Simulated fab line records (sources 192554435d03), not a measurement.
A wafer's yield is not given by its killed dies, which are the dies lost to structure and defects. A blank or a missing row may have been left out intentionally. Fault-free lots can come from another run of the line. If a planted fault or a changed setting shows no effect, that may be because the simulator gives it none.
Matching of chambers || flow n5_finfet || N5_BEOL_M8_ETCH_72 on rie_diel-05: 4 sister chambers
The step etches underlayer in N2/H2, target depth 6.5 nm, time 5.2 s. 4 wafers are shown with their chamber, then 8 later ones without.

WAFERS PAIRED WITH THEIR CHAMBERS
{"wafer": "L080.1", "chamber": 3, "showerhead_plenum_p_Torr (Torr)": 2.49}
{"wafer": "L084.5", "chamber": 1, "showerhead_plenum_p_Torr (Torr)": 2.50}
{"wafer": "L084.6", "chamber": 2, "showerhead_plenum_p_Torr (Torr)": 2.61}
{"wafer": "L086.1", "chamber": 0, "showerhead_plenum_p_Torr (Torr)": 2.69}

WAFERS WITHOUT THEIR CHAMBER
{"wafer": "L086.2", "showerhead_plenum_p_Torr (Torr)": 2.61}
{"wafer": "L086.3", "showerhead_plenum_p_Torr (Torr)": 2.48}
{"wafer": "L091.2", "showerhead_plenum_p_Torr (Torr)": 2.60}
{"wafer": "L091.3", "showerhead_plenum_p_Torr (Torr)": 2.69}
{"wafer": "L091.6", "showerhead_plenum_p_Torr (Torr)": 2.49}
{"wafer": "L095.2", "showerhead_plenum_p_Torr (Torr)": 2.60}
{"wafer": "L095.3", "showerhead_plenum_p_Torr (Torr)": 2.49}
{"wafer": "L095.4", "showerhead_plenum_p_Torr (Torr)": 2.68}

WHICH CHAMBER EACH WENT THROUGH
{"wafer": "L086.2", "from the rows above": 2, "in truth": 2}
{"wafer": "L086.3", "from the rows above": "can't be placed: 3 or 1", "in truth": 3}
{"wafer": "L091.2", "from the rows above": 2, "in truth": 2}
{"wafer": "L091.3", "from the rows above": 0, "in truth": 0}
{"wafer": "L091.6", "from the rows above": "can't be placed: 3 or 1", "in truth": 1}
{"wafer": "L095.2", "from the rows above": 2, "in truth": 2}
{"wafer": "L095.3", "from the rows above": "can't be placed: 3 or 1", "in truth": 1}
{"wafer": "L095.4", "from the rows above": 0, "in truth": 0}
Correct placement for 5 of the 8. These rows do not allow placing 3 (true chamber among the candidates in 3). Placed wrongly: 0.
How it was worked out, from the rows above alone: a wafer's distance from a chamber is the root of the sum, over the readings, of the square of ((its reading less the chamber's mean) divided by the reading's scatter). The wafer belongs to the nearest chamber; if the next one is less than 2 further off, it can't be placed. Each chamber's mean is taken over the wafers shown for it. The scatter (one wafer shown for each chamber): square how far every hidden wafer sits from the nearest shown wafer, average those squares and take the square root.
